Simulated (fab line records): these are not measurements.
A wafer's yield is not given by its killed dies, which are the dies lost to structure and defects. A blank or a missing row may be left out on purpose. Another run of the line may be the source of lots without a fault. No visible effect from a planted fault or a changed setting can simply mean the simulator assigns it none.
Which tool was responsible? || flow n5Finfet || 10 lots, 29 wafers sampled, at 3 steps of a route of 1938

== WHAT THE GAUGES READ, wafer by wafer ==
N5_BEOL_M14_OVL_MEAS_11. Usual: V13_OVL typically reads 2 nm, with standard deviation 5.1.
{"lot": "L440", "measured": "day 13 01:49", "on": "overlay-01", "V13_OVL (nm)": "4 5 15", "flag": ""}
{"lot": "L439", "measured": "day 13 06:31", "on": "overlay-01", "V13_OVL (nm)": "3 5", "flag": ""}
{"lot": "L443", "measured": "day 13 07:03", "on": "overlay-02", "V13_OVL (nm)": "15 5 3", "flag": ""}
{"lot": "L441", "measured": "day 13 13:46", "on": "overlay-01", "V13_OVL (nm)": "8 7 9", "flag": ""}
{"lot": "L442", "measured": "day 13 21:15", "on": "overlay-02", "V13_OVL (nm)": "-5 -3 -2", "flag": ""}
{"lot": "L448", "measured": "day 14 15:34", "on": "overlay-02", "V13_OVL (nm)": "43 35 43", "flag": "OFF"}
{"lot": "L449", "measured": "day 14 21:38", "on": "overlay-02", "V13_OVL (nm)": "38 48 39", "flag": "OFF"}
{"lot": "L454", "measured": "day 16 13:29", "on": "overlay-01", "V13_OVL (nm)": "9 7 -3", "flag": ""}
{"lot": "L455", "measured": "day 16 20:52", "on": "overlay-01", "V13_OVL (nm)": "3 4 4", "flag": ""}
{"lot": "L458", "measured": "day 17 07:44", "on": "overlay-02", "V13_OVL (nm)": "2 6 -1", "flag": ""}

== EACH LOT AND THE TOOL THAT RAN IT (in order: tool; ch and the chambers of the sampled wafers; start) ==
{"lot": "L440", "N5_BEOL_M13_ANNEAL_48": "rtpAnneal-01 ch 0, day 13 00:35", "N5_BEOL_M14_EXPOSE_07": "krfScanner-02 ch 0, day 13 01:37"}
{"lot": "L439", "N5_BEOL_M13_ANNEAL_48": "rtpAnneal-02 ch 0, day 13 05:14", "N5_BEOL_M14_EXPOSE_07": "krfScanner-02 ch 0, day 13 06:19"}
{"lot": "L443", "N5_BEOL_M13_ANNEAL_48": "rtpAnneal-02 ch 0, day 13 05:44", "N5_BEOL_M14_EXPOSE_07": "krfScanner-02 ch 0, day 13 06:50"}
{"lot": "L441", "N5_BEOL_M13_ANNEAL_48": "rtpAnneal-01 ch 0, day 13 12:29", "N5_BEOL_M14_EXPOSE_07": "krfScanner-02 ch 0, day 13 13:34"}
{"lot": "L442", "N5_BEOL_M13_ANNEAL_48": "rtpAnneal-01 ch 0, day 13 19:58", "N5_BEOL_M14_EXPOSE_07": "krfScanner-02 ch 0, day 13 21:03"}
{"lot": "L448", "N5_BEOL_M13_ANNEAL_48": "rtpAnneal-01 ch 0, day 14 14:09", "N5_BEOL_M14_EXPOSE_07": "krfScanner-02 ch 0, day 14 15:22"}
{"lot": "L449", "N5_BEOL_M13_ANNEAL_48": "rtpAnneal-02 ch 0, day 14 20:15", "N5_BEOL_M14_EXPOSE_07": "krfScanner-02 ch 0, day 14 21:26"}
{"lot": "L454", "N5_BEOL_M13_ANNEAL_48": "rtpAnneal-01 ch 0, day 16 12:02", "N5_BEOL_M14_EXPOSE_07": "krfScanner-01 ch 0, day 16 13:17"}
{"lot": "L455", "N5_BEOL_M13_ANNEAL_48": "rtpAnneal-01 ch 0, day 16 19:34", "N5_BEOL_M14_EXPOSE_07": "krfScanner-01 ch 0, day 16 20:40"}
{"lot": "L458", "N5_BEOL_M13_ANNEAL_48": "rtpAnneal-01 ch 0, day 17 06:29", "N5_BEOL_M14_EXPOSE_07": "krfScanner-01 ch 0, day 17 07:32"}
- N5_BEOL_M13_ANNEAL_48: time 90 s.
- N5_BEOL_M14_EXPOSE_07: exposes mask V13.

== AS READ BY THE TOOLS THEMSELVES (means over the sampled wafers that have a number; for cases with no such wafer, the mark the record gives instead) ==
N5_BEOL_M13_ANNEAL_48. Usual: 225.92 for wafer_temp_C_max, sd 0.23.
{"lot": "L440", "tool": "rtpAnneal-01", "wafer_temp_C_max": 225.86, "flag": ""}
{"lot": "L439", "tool": "rtpAnneal-02", "wafer_temp_C_max": 225.91, "flag": ""}
{"lot": "L443", "tool": "rtpAnneal-02", "wafer_temp_C_max": 226.20, "flag": ""}
{"lot": "L441", "tool": "rtpAnneal-01", "wafer_temp_C_max": 225.60, "flag": ""}
{"lot": "L442", "tool": "rtpAnneal-01", "wafer_temp_C_max": 225.71, "flag": ""}
{"lot": "L448", "tool": "rtpAnneal-01", "wafer_temp_C_max": 225.94, "flag": ""}
{"lot": "L449", "tool": "rtpAnneal-02", "wafer_temp_C_max": 225.84, "flag": ""}
{"lot": "L454", "tool": "rtpAnneal-01", "wafer_temp_C_max": 225.92, "flag": ""}
{"lot": "L455", "tool": "rtpAnneal-01", "wafer_temp_C_max": 226.13, "flag": ""}
{"lot": "L458", "tool": "rtpAnneal-01", "wafer_temp_C_max": 226.00, "flag": ""}

N5_BEOL_M14_EXPOSE_07. Usual: focusOffsetNm 0.0 nm, standard deviation 0.56; reticleTempC 22.99 C, standard deviation 0.097.
{"lot": "L440", "tool": "krfScanner-02", "focusOffsetNm (nm)": -0.6, "reticleTempC (C)": 22.96, "flag": ""}
{"lot": "L439", "tool": "krfScanner-02", "focusOffsetNm (nm)": -0.2, "reticleTempC (C)": 22.91, "flag": ""}
{"lot": "L443", "tool": "krfScanner-02", "focusOffsetNm (nm)": -0.4, "reticleTempC (C)": 23.12, "flag": ""}
{"lot": "L441", "tool": "krfScanner-02", "focusOffsetNm (nm)": -0.2, "reticleTempC (C)": 22.84, "flag": ""}
{"lot": "L442", "tool": "krfScanner-02", "focusOffsetNm (nm)": 0.2, "reticleTempC (C)": 22.96, "flag": ""}
{"lot": "L448", "tool": "krfScanner-02", "focusOffsetNm (nm)": 0.3, "reticleTempC (C)": 22.95, "flag": ""}
{"lot": "L449", "tool": "krfScanner-02", "focusOffsetNm (nm)": -0.2, "reticleTempC (C)": 22.97, "flag": ""}
{"lot": "L454", "tool": "krfScanner-01", "focusOffsetNm (nm)": 0.0, "reticleTempC (C)": 22.91, "flag": ""}
{"lot": "L455", "tool": "krfScanner-01", "focusOffsetNm (nm)": -0.2, "reticleTempC (C)": 22.98, "flag": ""}
{"lot": "L458", "tool": "krfScanner-01", "focusOffsetNm (nm)": 0.4, "reticleTempC (C)": 23.13, "flag": ""}

== THE ANSWER, worked out from the rows above alone ==
Rule: a lot is off if the mean of its wafers that have a number lies more than 3 standard deviations from the usual mean. A lot without any number at a reading at which 4 lots or more have one is off too. The other lots that the step has rows for count as sound. Order of review: gauges by route order, followed by the tools' own readings, for which a lot's mean as printed above is used. The first step at which some lot is off is used, and at that step the reading that is off furthest; a lot without a number counts as furthest.
Off: at N5_BEOL_M14_OVL_MEAS_11 (V13_OVL), L448, L449.
A tool fits if, at a process step before that reading, it ran every lot that is off, and no sound lot after the first of them. Those tools and the gauges at N5_BEOL_M14_OVL_MEAS_11 are tried in the same way. One fits: N5_BEOL_M14_EXPOSE_07 on krfScanner-02. Its last sound lot is L442 (day 13 21:03), its first lot that is off L448 (day 14 15:22): a fault that began between those two fits.

== WHAT THE SIMULATOR PUT IN ==
Scanner matching overlay: krfScanner-02, from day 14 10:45 on, at N5_BEOL_M14_EXPOSE_07. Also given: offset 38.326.
Lots struck among those shown: L448, L449. Same finding as the rule above.
